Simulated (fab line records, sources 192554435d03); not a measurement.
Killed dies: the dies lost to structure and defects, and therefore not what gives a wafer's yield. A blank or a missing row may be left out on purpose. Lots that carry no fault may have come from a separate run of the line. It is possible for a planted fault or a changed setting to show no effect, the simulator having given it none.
fab line records	flow n5_finfet
record lots=24	wafers=72	last_day=18
route steps=1938 shown MOL_CONTACT_COAG@630 BEOL_M0_SAQP@635
lots that met no fault: taken from a fault-free run of the same line
start_h: the number of hours between the record's first day and the start of the first shown wafer of the lot	wait_h: hours elapsed since this lot's preceding step	" same as the row above	L1.1+2: a single row standing in for several wafers	- no value, or no start was given	* or withheld: withheld	< > ~ a bound
route shown NAME@n: names a module that has steps shown in the file, with the first one's number in the route	usual: the fault-free wafers' mean and standard deviation	same: alike in all rows	chamber/n: place in a boat	sites: the reading at each site	_std_site: the values' standard deviation	_edge_site: the outer-site mean with the inner-site mean subtracted	radius_mm: how far each site lies from the wafer's centre	mask NAME#n: copy n	behind: the last tool/chamber to shape the wafer	hold: reason for holding the lot/hours on hold/outcome of the hold	device: which transistor (n, p or np) failed to switch	end of line: tests of these same wafers at the route's end	a step without rows: its recipe alone	killed: the dies lost at the first sort to structure and to defects; this is not the yield of the wafer	map: dies across one wafer; x = killed, . = not, _ = none there
set.NAME: the run value of the setting; set.NAME@STEP: its run value at that earlier step	model.NAME: the simulator's own value behind a step, which no gauge read
a sample of lots followed through the steps of the route, with each step as a table and each wafer as a row
services: when a tool's chamber went out of use (start_h, in hours from the record's first day, below 0 if earlier), for how many hours, and the reason
## steps
# step N5_MOL_CONTACT_COAG_INSPECT_97
# recipe inspect_instrument=darkfield	mode=post_anneal
# usual raw_defect_count=44/17
lot.wafer	tool	chamber	start_h	wait_h	raw_defect_count
L074.4	defect_inspect-01	-	113.38	0.1	59
L074.5	"	-	"	"	46
L074.6	"	-	"	"	87
L076.2	defect_inspect-01	-	121.73	0.0	28
L076.4	"	-	"	"	30
L076.6	"	-	"	"	67
L075.2	defect_inspect-02	-	124.73	0.0	67
L075.3	"	-	"	"	59
L075.4	"	-	"	"	44
L077.3	defect_inspect-02	-	127.76	0.1	51
L077.4	"	-	"	"	18
L077.5	"	-	"	"	48
L078.3	defect_inspect-01	-	139.07	0.1	23
L078.4	"	-	"	"	23
L078.5	"	-	"	"	47
L079.1	defect_inspect-01	-	146.01	0.0	34
L079.4	"	-	"	"	43
L079.6	"	-	"	"	31
L080.1	defect_inspect-02	-	149.13	0.0	28
L080.3	"	-	"	"	38
L080.4	"	-	"	"	59
L083.2	defect_inspect-01	-	166.44	0.0	34
L083.4	"	-	"	"	45
L083.5	"	-	"	"	25
L081.2	defect_inspect-02	-	169.69	0.0	24
L081.4	"	-	"	"	38
L081.6	"	-	"	"	30
L084.2	defect_inspect-02	-	172.71	0.1	48
L084.4	"	-	"	"	35
L084.5	"	-	"	"	35
L082.1	defect_inspect-02	-	175.69	0.0	22
L082.4	"	-	"	"	44
L082.6	"	-	"	"	28
L085.2	defect_inspect-02	-	179.30	0.1	42
L085.4	"	-	"	"	42
L085.6	"	-	"	"	57
L086.4	defect_inspect-01	-	182.33	0.1	43
L086.5	"	-	"	"	95
L086.6	"	-	"	"	43
L087.4	defect_inspect-01	-	190.14	0.1	39
L087.5	"	-	"	"	30
L087.6	"	-	"	"	34
L088.1	defect_inspect-02	-	193.10	0.0	38
L088.2	"	-	"	"	30
L088.6	"	-	"	"	46
L089.1	defect_inspect-01	-	197.11	0.0	64
L089.3	"	-	"	"	45
L089.5	"	-	"	"	48
L090.2	defect_inspect-02	-	202.25	0.1	61
L090.3	"	-	"	"	69
L090.4	"	-	"	"	50
L091.1	defect_inspect-02	-	205.69	0.0	44
L091.5	"	-	"	"	44
L091.6	"	-	"	"	44
L092.1	defect_inspect-02	-	213.88	0.0	30
L092.3	"	-	"	"	40
L092.6	"	-	"	"	28
L093.1	defect_inspect-01	-	223.90	0.0	63
L093.3	"	-	"	"	78
L093.5	"	-	"	"	62
L094.1	defect_inspect-02	-	228.83	0.0	42
L094.2	"	-	"	"	48
L094.5	"	-	"	"	63
L095.3	defect_inspect-01	-	233.08	0.1	59
L095.5	"	-	"	"	73
L095.6	"	-	"	"	65
L096.1	defect_inspect-01	-	243.42	0.0	38
L096.3	"	-	"	"	53
L096.5	"	-	"	"	26
L097.2	defect_inspect-01	-	250.53	0.0	27
L097.3	"	-	"	"	50
L097.4	"	-	"	"	38
# step N5_BEOL_M0_SAQP_PECVD_03
# recipe material=SiCN	target_thk_a=120	temp_c=withheld	precursor=3MS/NH3	pressure_torr=3	rf_w=202	time_s=21.1
# usual showerhead_plenum_p_Torr=3.672/0.015	showerhead_vpp_V=876/43	throttle_valve_pct=8.98/0.29
# same time_s=21.1
lot.wafer	tool	chamber	start_h	wait_h	showerhead_plenum_p_Torr	showerhead_vpp_V	throttle_valve_pct
L074.4	pecvd-03	1	115.07	0.1	3.652	859	8.95
L074.5	"	0	"	"	3.676	863	8.89
L074.6	"	2	"	"	3.661	852	8.82
L076.2	pecvd-03	0	123.06	0.1	3.687	854	8.95
L076.4	"	2	"	"	3.659	861	8.69
L076.6	"	1	"	"	3.649	860	9.02
L075.2	pecvd-01	0	125.46	0.1	3.694	831	8.83
L075.3	"	1	"	"	3.690	979	9.06
L075.4	"	0	"	"	3.684	842	9.14
L077.3	pecvd-03	2	128.86	0.1	3.656	840	8.98
L077.4	"	1	"	"	3.651	859	8.94
L077.5	"	0	"	"	3.682	875	8.98
L078.3	pecvd-01	1	142.39	0.1	3.694	958	9.04
L078.4	"	2	"	"	3.673	930	9.54
L078.5	"	0	"	"	3.690	847	9.23
L079.1	pecvd-01	1	147.50	0.1	3.698	969	9.19
L079.4	"	1	"	"	3.695	972	8.87
L079.6	"	2	"	"	3.667	905	9.70
L080.1	pecvd-03	1	151.16	0.1	3.663	856	8.98
L080.3	"	2	"	"	3.653	854	8.59
L080.4	"	0	"	"	3.679	865	8.75
L083.2	pecvd-03	0	167.16	0.1	3.684	862	8.94
L083.4	"	0	"	"	3.684	844	8.90
L083.5	"	2	"	"	3.652	863	8.45
L081.2	pecvd-04	0	170.82	0.1	3.675	807	8.59
L081.4	"	0	"	"	3.667	801	8.81
L081.6	"	1	"	"	3.662	878	9.07
L084.2	pecvd-03	0	173.24	0.1	3.682	878	8.85
L084.4	"	1	"	"	3.652	863	9.18
L084.5	"	2	"	"	3.652	844	8.91
L082.1	pecvd-04	1	177.43	0.1	3.663	865	8.89
L082.4	"	2	"	"	3.687	902	8.92
L082.6	"	1	"	"	3.658	871	8.98
L085.2	pecvd-03	1	180.87	0.1	3.657	860	9.27
L085.4	"	0	"	"	3.680	854	8.96
L085.6	"	1	"	"	3.651	870	8.99
L086.4	pecvd-04	2	183.17	0.1	3.673	895	8.81
L086.5	"	1	"	"	3.656	878	9.01
L086.6	"	0	"	"	3.666	797	9.02
L087.4	pecvd-01	0	191.96	0.1	3.696	849	9.14
L087.5	"	2	"	"	3.671	918	9.65
L087.6	"	1	"	"	3.688	960	8.71
L088.1	pecvd-01	2	193.84	0.1	3.670	914	9.86
L088.2	"	1	"	"	3.692	960	8.96
L088.6	"	2	"	"	3.673	916	9.68
L089.1	pecvd-03	1	197.88	0.1	3.663	854	9.06
L089.3	"	2	"	"	3.666	875	8.72
L089.5	"	1	"	"	3.653	851	9.33
L090.2	pecvd-03	2	203.84	0.1	3.654	862	8.90
L090.3	"	1	"	"	3.644	869	8.97
L090.4	"	0	"	"	3.676	866	8.95
L091.1	pecvd-04	2	206.76	0.1	3.687	900	9.07
L091.5	"	2	"	"	3.673	919	9.16
L091.6	"	1	"	"	3.652	871	8.90
L092.1	pecvd-03	1	215.00	0.1	3.669	848	9.11
L092.3	"	2	"	"	3.663	843	8.62
L092.6	"	0	"	"	3.687	857	8.93
L093.1	pecvd-01	2	226.43	0.1	3.672	918	9.68
L093.3	"	1	"	"	3.694	972	8.95
L093.5	"	2	"	"	3.669	918	9.53
L094.1	pecvd-04	1	230.66	0.1	3.664	874	8.84
L094.2	"	0	"	"	3.673	797	8.91
L094.5	"	2	"	"	3.685	911	8.55
L095.3	pecvd-03	1	234.50	0.1	3.664	870	9.19
L095.5	"	1	"	"	3.658	857	9.08
L095.6	"	2	"	"	3.660	844	8.77
L096.1	pecvd-04	1	244.45	0.1	3.669	859	8.92
L096.3	"	1	"	"	3.651	866	9.02
L096.5	"	1	"	"	3.666	875	8.99
L097.2	pecvd-01	2	252.38	0.1	3.670	912	9.88
L097.3	"	0	"	"	3.689	837	9.13
L097.4	"	2	"	"	3.661	916	9.48
# step N5_BEOL_M0_SAQP_PECVD_96
# recipe material=a-Si	target_thk_a=450	temp_c=350	precursor=SiH4/He	pressure_torr=3	rf_w=100	time_s=45.2
# usual heater_power_w=632/78	showerhead_plenum_p_Torr=5.70/0.056	showerhead_vpp_V=615/31	throttle_valve_pct=18.0/0.58
# same time_s=45.2
lot.wafer	tool	chamber	start_h	wait_h	heater_power_w	showerhead_plenum_p_Torr	showerhead_vpp_V	throttle_valve_pct
L074.4	pecvd-03	1	115.10	0.0	679	5.63	610	18.1
L074.5	"	0	"	"	582	5.74	605	17.7
L074.6	"	2	"	"	588	5.65	595	17.4
L076.2	pecvd-03	0	123.09	0.0	636	5.75	606	17.8
L076.4	"	2	"	"	491	5.65	593	17.2
L076.6	"	1	"	"	628	5.63	612	18.0
L075.2	pecvd-01	0	125.49	0.0	622	5.78	588	18.1
L075.3	"	1	"	"	693	5.78	695	17.7
L075.4	"	0	"	"	621	5.77	586	18.1
L077.3	pecvd-03	2	128.89	0.0	512	5.65	592	17.3
L077.4	"	1	"	"	582	5.64	618	18.4
L077.5	"	0	"	"	645	5.74	610	17.7
L078.3	pecvd-01	1	142.42	0.0	749	5.78	683	18.0
L078.4	"	2	"	"	779	5.67	640	19.4
L078.5	"	0	"	"	620	5.77	594	18.3
L079.1	pecvd-01	1	147.53	0.0	775	5.78	671	17.9
L079.4	"	1	"	"	760	5.79	679	17.9
L079.6	"	2	"	"	842	5.68	635	19.4
L080.1	pecvd-03	1	151.19	0.0	579	5.64	601	18.1
L080.3	"	2	"	"	582	5.64	592	17.3
L080.4	"	0	"	"	682	5.73	609	17.5
L083.2	pecvd-03	0	167.19	0.0	623	5.74	602	18.1
L083.4	"	0	"	"	663	5.73	610	17.8
L083.5	"	2	"	"	509	5.65	595	17.4
L081.2	pecvd-04	0	170.85	0.0	580	5.68	568	17.3
L081.4	"	0	"	"	571	5.70	553	17.7
L081.6	"	1	"	"	635	5.65	612	18.1
L084.2	pecvd-03	0	173.27	0.0	671	5.73	605	17.8
L084.4	"	1	"	"	635	5.61	613	18.1
L084.5	"	2	"	"	551	5.64	595	17.2
L082.1	pecvd-04	1	177.46	0.0	528	5.65	605	17.8
L082.4	"	2	"	"	586	5.73	640	17.9
L082.6	"	1	"	"	545	5.64	610	17.9
L085.2	pecvd-03	1	180.90	0.0	682	5.63	606	18.2
L085.4	"	0	"	"	677	5.73	617	17.9
L085.6	"	1	"	"	660	5.63	606	17.9
L086.4	pecvd-04	2	183.20	0.0	649	5.73	642	17.7
L086.5	"	1	"	"	547	5.64	610	17.7
L086.6	"	0	"	"	522	5.69	562	17.8
L087.4	pecvd-01	0	192.00	0.0	590	5.78	602	18.1
L087.5	"	2	"	"	770	5.68	639	19.4
L087.6	"	1	"	"	752	5.79	685	18.1
L088.1	pecvd-01	2	193.87	0.0	829	5.69	636	19.7
L088.2	"	1	"	"	749	5.76	684	18.0
L088.6	"	2	"	"	819	5.69	645	19.4
L089.1	pecvd-03	1	197.90	0.0	627	5.64	605	18.4
L089.3	"	2	"	"	589	5.64	580	17.1
L089.5	"	1	"	"	625	5.63	617	18.1
L090.2	pecvd-03	2	203.87	0.0	573	5.63	595	17.1
L090.3	"	1	"	"	638	5.62	602	18.1
L090.4	"	0	"	"	614	5.72	600	17.7
L091.1	pecvd-04	2	206.79	0.0	594	5.72	646	17.6
L091.5	"	2	"	"	597	5.73	633	17.9
L091.6	"	1	"	"	625	5.65	608	17.8
L092.1	pecvd-03	1	215.03	0.0	647	5.62	611	17.9
L092.3	"	2	"	"	585	5.64	587	17.2
L092.6	"	0	"	"	659	5.74	606	18.0
L093.1	pecvd-01	2	226.46	0.0	768	5.68	648	19.3
L093.3	"	1	"	"	744	5.77	674	17.9
L093.5	"	2	"	"	775	5.68	633	19.6
L094.1	pecvd-04	1	230.69	0.0	586	5.65	607	18.0
L094.2	"	0	"	"	542	5.68	562	17.8
L094.5	"	2	"	"	538	5.74	640	17.6
L095.3	pecvd-03	1	234.53	0.0	657	5.62	608	18.0
L095.5	"	1	"	"	664	5.62	620	18.1
L095.6	"	2	"	"	583	5.63	595	17.3
L096.1	pecvd-04	1	244.49	0.0	600	5.65	614	18.0
L096.3	"	1	"	"	587	5.63	613	18.2
L096.5	"	1	"	"	617	5.64	608	18.2
L097.2	pecvd-01	2	252.41	0.0	789	5.67	649	20.0
L097.3	"	0	"	"	599	5.78	604	18.0
L097.4	"	2	"	"	795	5.69	650	19.8
# step N5_BEOL_M0_SAQP_PECVD_97
# recipe material=SiNx	target_thk_a=230	temp_c=350	precursor=SiH4/NH3/N2	pressure_torr=1.5	rf_w=300	time_s=19.9
# usual heater_power_w=561/80	showerhead_plenum_p_Torr=5.18/0.075	showerhead_vpp_V=1067/52	throttle_valve_pct=39.5/1.2
# same time_s=19.9
lot.wafer	tool	chamber	start_h	wait_h	heater_power_w	showerhead_plenum_p_Torr	showerhead_vpp_V	throttle_valve_pct
L074.4	pecvd-03	1	115.15	0.0	608	5.08	1067	39.9
L074.5	"	0	"	"	502	5.24	1043	39.0
L074.6	"	2	"	"	493	5.12	1021	37.5
L076.2	pecvd-03	0	123.14	0.0	586	5.23	1055	39.0
L076.4	"	2	"	"	521	5.10	1040	37.8
L076.6	"	1	"	"	544	5.08	1045	40.0
L075.2	pecvd-01	0	125.53	0.0	555	5.29	1035	39.8
L075.3	"	1	"	"	631	5.29	1198	39.4
L075.4	"	0	"	"	564	5.31	1047	39.8
L077.3	pecvd-03	2	128.93	0.0	446	5.10	1029	37.7
L077.4	"	1	"	"	538	5.10	1065	39.6
L077.5	"	0	"	"	587	5.23	1057	39.4
L078.3	pecvd-01	1	142.46	0.0	736	5.29	1189	39.2
L078.4	"	2	"	"	738	5.18	1093	42.5
L078.5	"	0	"	"	558	5.29	1036	40.0
L079.1	pecvd-01	1	147.58	0.0	602	5.29	1196	39.3
L079.4	"	1	"	"	586	5.28	1163	39.5
L079.6	"	2	"	"	699	5.17	1111	42.6
L080.1	pecvd-03	1	151.24	0.0	545	5.08	1061	39.6
L080.3	"	2	"	"	506	5.11	1055	37.9
L080.4	"	0	"	"	599	5.24	1045	39.1
L083.2	pecvd-03	0	167.24	0.0	593	5.24	1051	39.1
L083.4	"	0	"	"	597	5.24	1046	39.3
L083.5	"	2	"	"	438	5.11	1018	37.8
L081.2	pecvd-04	0	170.90	0.0	477	5.18	982	38.6
L081.4	"	0	"	"	492	5.17	987	38.6
L081.6	"	1	"	"	499	5.11	1079	39.5
L084.2	pecvd-03	0	173.32	0.0	533	5.22	1060	39.0
L084.4	"	1	"	"	526	5.08	1052	39.5
L084.5	"	2	"	"	475	5.11	1039	37.8
L082.1	pecvd-04	1	177.50	0.0	486	5.12	1061	39.4
L082.4	"	2	"	"	486	5.24	1108	39.2
L082.6	"	1	"	"	499	5.10	1062	39.3
L085.2	pecvd-03	1	180.94	0.0	549	5.08	1053	39.6
L085.4	"	0	"	"	558	5.23	1072	39.2
L085.6	"	1	"	"	559	5.07	1051	39.7
L086.4	pecvd-04	2	183.25	0.0	553	5.24	1117	39.2
L086.5	"	1	"	"	548	5.13	1065	39.4
L086.6	"	0	"	"	437	5.17	955	38.6
L087.4	pecvd-01	0	192.04	0.0	454	5.30	1044	39.9
L087.5	"	2	"	"	761	5.16	1103	42.7
L087.6	"	1	"	"	593	5.28	1179	39.3
L088.1	pecvd-01	2	193.92	0.0	733	5.16	1109	42.8
L088.2	"	1	"	"	684	5.28	1178	39.2
L088.6	"	2	"	"	731	5.16	1105	42.3
L089.1	pecvd-03	1	197.95	0.0	605	5.10	1052	39.9
L089.3	"	2	"	"	463	5.11	1043	38.2
L089.5	"	1	"	"	494	5.10	1062	39.8
L090.2	pecvd-03	2	203.92	0.0	521	5.10	1025	38.2
L090.3	"	1	"	"	610	5.09	1050	39.7
L090.4	"	0	"	"	565	5.23	1050	38.8
L091.1	pecvd-04	2	206.84	0.0	588	5.23	1084	39.3
L091.5	"	2	"	"	592	5.23	1105	39.1
L091.6	"	1	"	"	458	5.11	1065	39.5
L092.1	pecvd-03	1	215.07	0.0	545	5.09	1053	39.7
L092.3	"	2	"	"	520	5.10	1033	38.1
L092.6	"	0	"	"	518	5.24	1038	39.1
L093.1	pecvd-01	2	226.51	0.0	722	5.17	1113	43.2
L093.3	"	1	"	"	679	5.29	1206	39.6
L093.5	"	2	"	"	702	5.16	1100	42.9
L094.1	pecvd-04	1	230.74	0.0	488	5.11	1056	39.2
L094.2	"	0	"	"	516	5.16	956	38.6
L094.5	"	2	"	"	582	5.23	1106	39.4
L095.3	pecvd-03	1	234.58	0.0	593	5.08	1044	39.6
L095.5	"	1	"	"	611	5.09	1058	39.8
L095.6	"	2	"	"	444	5.12	1028	38.1
L096.1	pecvd-04	1	244.56	0.0	511	5.11	1064	39.8
L096.3	"	1	"	"	496	5.11	1056	39.4
L096.5	"	1	"	"	504	5.12	1089	39.6
L097.2	pecvd-01	2	252.45	0.0	701	5.17	1103	43.3
L097.3	"	0	"	"	556	5.29	1035	40.0
L097.4	"	2	"	"	699	5.15	1120	43.0
# step N5_BEOL_M0_SAQP_CD_MEAS_25
# recipe target_cd_nm=13.1	landing_energy_ev=1000	detector=se_inlens
# usual cd_nm=12.81/0.21
lot.wafer	tool	chamber	start_h	wait_h	cd_nm
L074.4	cd_sem-03	0	117.66	0.1	13.03
L074.5	"	0	"	"	12.76
L074.6	"	0	"	"	12.73
L076.2	cd_sem-03	0	125.37	0.1	12.65
L076.4	"	0	"	"	12.47
L076.6	"	0	"	"	12.67
L075.2	cd_sem-01	0	127.92	0.1	12.95
L075.3	"	0	"	"	12.99
L075.4	"	0	"	"	13.23
L077.3	cd_sem-03	0	131.83	0.1	12.57
L077.4	"	0	"	"	12.75
L077.5	"	0	"	"	12.68
L078.3	cd_sem-03	0	144.67	0.1	13.00
L078.4	"	0	"	"	13.28
L078.5	"	0	"	"	12.96
L079.1	cd_sem-03	0	149.72	0.1	12.86
L079.4	"	0	"	"	12.75
L079.6	"	0	"	"	12.81
L080.1	cd_sem-02	0	153.51	0.1	12.59
L080.3	"	0	"	"	12.79
L080.4	"	0	"	"	13.02
L083.2	cd_sem-01	0	170.86	0.1	12.88
L083.4	"	0	"	"	12.67
L083.5	"	0	"	"	12.45
L081.2	cd_sem-02	0	174.99	0.1	12.72
L081.4	"	0	"	"	12.59
L081.6	"	0	"	"	13.11
L084.2	cd_sem-03	0	175.69	0.1	12.82
L084.4	"	0	"	"	12.78
L084.5	"	0	"	"	12.95
L082.1	cd_sem-01	0	179.92	0.1	12.66
L082.4	"	0	"	"	12.93
L082.6	"	0	"	"	13.16
L085.2	cd_sem-03	0	183.24	0.1	12.73
L085.4	"	0	"	"	12.87
L085.6	"	0	"	"	12.84
L086.4	cd_sem-03	0	186.51	0.1	12.53
L086.5	"	0	"	"	12.90
L086.6	"	0	"	"	12.81
L087.4	cd_sem-01	0	194.90	0.1	13.17
L087.5	"	0	"	"	12.80
L087.6	"	0	"	"	12.56
L088.1	cd_sem-02	0	196.18	0.1	12.58
L088.2	"	0	"	"	12.55
L088.6	"	0	"	"	12.51
L089.1	cd_sem-02	0	200.22	0.1	12.82
L089.3	"	0	"	"	12.96
L089.5	"	0	"	"	12.82
L090.2	cd_sem-02	0	206.44	0.1	12.76
L090.3	"	0	"	"	12.92
L090.4	"	0	"	"	12.77
L091.1	cd_sem-02	0	209.10	0.1	12.74
L091.5	"	0	"	"	12.65
L091.6	"	0	"	"	12.52
L092.1	cd_sem-02	0	217.22	0.1	13.13
L092.3	"	0	"	"	13.08
L092.6	"	0	"	"	12.89
L093.1	cd_sem-01	0	229.14	0.1	12.37
L093.3	"	0	"	"	12.84
L093.5	"	0	"	"	12.91
L094.1	cd_sem-02	0	233.15	0.1	12.79
L094.2	"	0	"	"	13.00
L094.5	"	0	"	"	12.94
L095.3	cd_sem-03	0	237.19	0.1	12.75
L095.5	"	0	"	"	12.91
L095.6	"	0	"	"	12.87
L096.1	cd_sem-03	0	247.06	0.1	12.58
L096.3	"	0	"	"	12.69
L096.5	"	0	"	"	12.83
L097.2	cd_sem-01	0	254.75	0.1	12.78
L097.3	"	0	"	"	12.46
L097.4	"	0	"	"	13.22
# step N5_BEOL_M0_SAQP_CD_MEAS_29
# recipe target_cd_nm=14.4	landing_energy_ev=1000	detector=se_inlens
# usual cd_nm=14.99/0.22
lot.wafer	tool	chamber	start_h	wait_h	cd_nm
L074.4	cd_sem-02	0	119.49	0.0	15.12
L074.5	"	0	"	"	14.56
L074.6	"	0	"	"	14.73
L076.2	cd_sem-01	0	127.15	0.1	14.85
L076.4	"	0	"	"	14.87
L076.6	"	0	"	"	14.99
L075.2	cd_sem-01	0	131.38	0.1	14.94
L075.3	"	0	"	"	14.76
L075.4	"	0	"	"	14.92
L077.3	cd_sem-03	0	134.08	0.1	15.13
L077.4	"	0	"	"	14.71
L077.5	"	0	"	"	15.15
L078.3	cd_sem-03	0	146.57	0.1	14.95
L078.4	"	0	"	"	14.92
L078.5	"	0	"	"	15.16
L079.1	cd_sem-02	0	151.58	0.1	15.10
L079.4	"	0	"	"	14.97
L079.6	"	0	"	"	14.99
L080.1	cd_sem-02	0	155.46	0.1	15.43
L080.3	"	0	"	"	14.59
L080.4	"	0	"	"	14.99
L083.2	cd_sem-03	0	172.95	0.1	15.35
L083.4	"	0	"	"	14.90
L083.5	"	0	"	"	14.89
L081.2	cd_sem-03	0	176.75	0.1	14.75
L081.4	"	0	"	"	15.07
L081.6	"	0	"	"	15.04
L084.2	cd_sem-03	0	177.47	0.1	14.96
L084.4	"	0	"	"	15.18
L084.5	"	0	"	"	15.13
L082.1	cd_sem-01	0	181.68	0.1	14.74
L082.4	"	0	"	"	15.42
L082.6	"	0	"	"	15.00
L085.2	cd_sem-03	0	186.26	0.1	15.33
L085.4	"	0	"	"	14.80
L085.6	"	0	"	"	15.02
L086.4	cd_sem-01	0	188.45	0.1	14.79
L086.5	"	0	"	"	15.05
L086.6	"	0	"	"	14.67
L087.4	cd_sem-03	0	196.72	0.1	15.07
L087.5	"	0	"	"	14.81
L087.6	"	0	"	"	14.69
L088.1	cd_sem-01	0	197.94	0.1	15.11
L088.2	"	0	"	"	15.08
L088.6	"	0	"	"	15.18
L089.1	cd_sem-01	0	202.24	0.1	15.07
L089.3	"	0	"	"	14.71
L089.5	"	0	"	"	14.88
L090.2	cd_sem-03	0	208.27	0.1	14.76
L090.3	"	0	"	"	15.20
L090.4	"	0	"	"	15.18
L091.1	cd_sem-01	0	211.19	0.1	14.90
L091.5	"	0	"	"	15.33
L091.6	"	0	"	"	14.48
L092.1	cd_sem-01	0	219.05	0.1	15.12
L092.3	"	0	"	"	14.98
L092.6	"	0	"	"	14.79
L093.1	cd_sem-01	0	232.70	0.1	15.31
L093.3	"	0	"	"	15.28
L093.5	"	0	"	"	14.83
L094.1	cd_sem-03	0	235.85	0.1	14.42
L094.2	"	0	"	"	15.14
L094.5	"	0	"	"	15.13
L095.3	cd_sem-01	0	238.95	0.1	15.40
L095.5	"	0	"	"	15.24
L095.6	"	0	"	"	15.10
L096.1	cd_sem-02	0	248.82	0.1	15.19
L096.3	"	0	"	"	14.99
L096.5	"	0	"	"	15.47
L097.2	cd_sem-03	0	256.70	0.1	15.10
L097.3	"	0	"	"	14.82
L097.4	"	0	"	"	15.32
## services
tool	chamber	start_h	hours	kind
pecvd-01	-	104.10	0.7	repair
pecvd-01	0	107.29	2.1	scheduled_down
pecvd-01	-	119.51	1.3	repair
pecvd-01	-	184.12	2.8	pm
pecvd-04	0	217.28	2.1	scheduled_down
pecvd-04	2	225.36	2.1	scheduled_down
pecvd-04	0	238.16	8.0	repair
## key
fault none
